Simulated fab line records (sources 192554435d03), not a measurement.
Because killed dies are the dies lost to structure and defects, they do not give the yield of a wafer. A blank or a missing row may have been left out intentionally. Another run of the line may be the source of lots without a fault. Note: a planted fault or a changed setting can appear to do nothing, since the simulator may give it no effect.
Comparing a struck lot with a sound one | flow n5 finfet | 36 steps out of a route of 1938
Sound: wafers L226.1, L226.2, L226.5. The struck wafers were L221.2, L221.3, L221.4. The cause is named last.
For every step that has rows: the tool of each side, followed by ch and its chambers, followed by its first start. Under that, the readings that differ: sound wafers | struck wafers | difference of the means | sigmas: that difference in standard deviations of wafers without a fault.
alike: readings whose means differ by less than 2 such deviations, and words and numbers that are the same on both sides. not compared: withheld readings, readings that some wafer has no value for, bounds like >300 that may hide the same value, and numbers for which the record gives no deviation and whose values overlap.
A row with sigmas, a row that says differs or no value, or rows on one side alone: a step with any of these is where the two part. Numbers that don't overlap but have no deviation are shown without sigmas and don't part them. A reading that every wafer of one side lacks parts them only if that side has two wafers or more.

first, 8 steps without rows for these wafers: N5_BEOL_M10_SPUTTER_48 (material Cu, target thk 12 nm, time 2 s); N5_BEOL_M10_ECD_50 (material Cu, target thk 318 nm); N5_BEOL_M10_ANNEAL_51 (time 90 s); N5_BEOL_M10_CMP_52 (polishes, stops on SiCOH lowk, t overpolish 7 s, target thk 140 nm); N5_BEOL_M10_PRE_CLEAN_55 (time 15 s); N5_BEOL_M10_DEP_56 (deposits SiCN from 3MS/NH3, target thk 15 nm, time 26.5 s); N5_BEOL_M11_ILD_DEP_00 (deposits SiCOH lowk from DEMS/porogen, target thk 308.51 nm, time 58 s); N5_BEOL_M11_CURE_71 (cures SiCOH lowk, time 240 s).
N5_BEOL_M11_PECVD_70: deposits SiO2 from TEOS/O2, target thk 20 nm, time 22.7 s.
  sound on pecvd-03 ch 0,1,2, day 16 02:39; struck on pecvd-04 ch 0,1,2, day 14 14:47
  reading                                     | sound                | struck               | difference | sigmas
  susceptor temp C (C)                        | 400.13 399.79 400.36 | 385.12 386.21 385.30 | -14.55     | -69
  model.SiO2_of_BEOL_M11_PECVD_70.thk nm (nm) | 19.6 20.2 20.2       | 21.8 21.6 21.8       | +1.7       |
  alike: chamber pressure Torr, heater power w, showerhead plenum p Torr, throttle valve pct
then, 24 steps without rows for these wafers: N5_BEOL_M11_HM_DEP_02 (deposits TiN, target thk 20 nm); N5_BEOL_M11_COAT_59 (time 60 s, resist thk 100 nm); N5_BEOL_M11_COAT_60 (time 60 s, resist thk 30 nm); N5_BEOL_M11_COAT_05 (resist thk 90 nm); N5_BEOL_M11_EBR_07; N5_BEOL_M11_SOFTBAKE_06 (time 60 s); N5_BEOL_M11_EXPOSE_08 (exposes mask M11); N5_BEOL_M11_PEB_09 (peb time 60 s); N5_BEOL_M11_DEVELOP_10 (develop time 30 s); N5_BEOL_M11_DESCUM_16 (chemistry O2, time 7.9 s); N5_BEOL_M11_ETCH_61 (etches SiARC in CF4, target depth 39 nm, time 65 s); N5_BEOL_M11_ETCH_62 (etches SOC in N2/H2, target depth 110 nm, overetch 22 nm, time 165 s); N5_BEOL_M11_STRIP_68 (strips in N2/H2); N5_BEOL_M11_STRIP_67 (strips in CF4); N5_BEOL_M11_HM_OPEN_17 (chemistry Cl2/BCl3, target TiN, target depth 20 nm, overetch 6 nm); N5_BEOL_M11_STRIP_19 (strips in O2); N5_BEOL_M11_COAT_63 (time 60 s, resist thk 100 nm); N5_BEOL_M11_COAT_64 (time 60 s, resist thk 30 nm); N5_BEOL_M11_COAT_22 (resist thk 90 nm); N5_BEOL_M11_EBR_24; N5_BEOL_M11_SOFTBAKE_23 (time 60 s); N5_BEOL_M11_EXPOSE_25 (exposes mask V10); N5_BEOL_M11_PEB_26 (peb time 60 s); N5_BEOL_M11_DEVELOP_27 (develop time 30 s).
N5_BEOL_M11_HM_STRIP_39: strips TiN in peroxide tin strip, target depth 25 nm, time 158 s.
  sound on wet bench-01 ch 3,5,6, day 16 06:58; struck on wet bench-05 ch 2,5,6, day 14 18:45
  reading                                     | sound      | struck         | difference | sigmas
  model.SiO2_of_BEOL_M11_PECVD_70.thk nm (nm) | 19.4 20 20 | 21.6 21.6 21.6 | +1.8       |
  alike: bath heat duty pct
N5_BEOL_M11_CMP_52: polishes, stops on SiCOH lowk, t overpolish 7 s, target thk 140 nm.
  sound on cmp-04 ch 0,2, day 16 11:13; struck on cmp-03 ch 0,2,3, day 14 20:57
  reading                      | sound          | struck         | difference | sigmas
  barrier field endpoint s (s) | 27.7 29.0 29.4 | 30.3 31.4 30.9 | +2.2       | +3
  alike: clearing platen rpm, motor current A
N5_PASSIVATION_PROBE_49:
  sound: prober-01 at day 18 06:22; struck: prober-02 at day 16 15:19
  reading                | sound         | struck         | difference | sigmas
  sort_bin_4_leakage (%) | 0 0 0         | 0.34 0 0       | +0.11      | +4
  sort_bin_8_speed (%)   | 0 15.0 0      | 0 0 0          | -5         | -4
  sort n pass            | 1063 897 1094 | 1044 1080 1087 | +52        | +2
  alike: defect limited yield, killed_at_M0_to_M3, killed_at_M4_up, killed at contacts, killed at front end, killed at other, killed dies, killed open, killed short, sort_bin_5_function, sort_bin_6_memory

== WHERE THEY PART ==
Last at N5_PASSIVATION_PROBE_49 as far as this record goes, first at N5_BEOL_M11_PECVD_70.

WHY: the cause the simulator had injected
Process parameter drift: pecvd-04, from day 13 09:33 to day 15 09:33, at N5_BEOL_M11_PECVD_70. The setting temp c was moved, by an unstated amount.
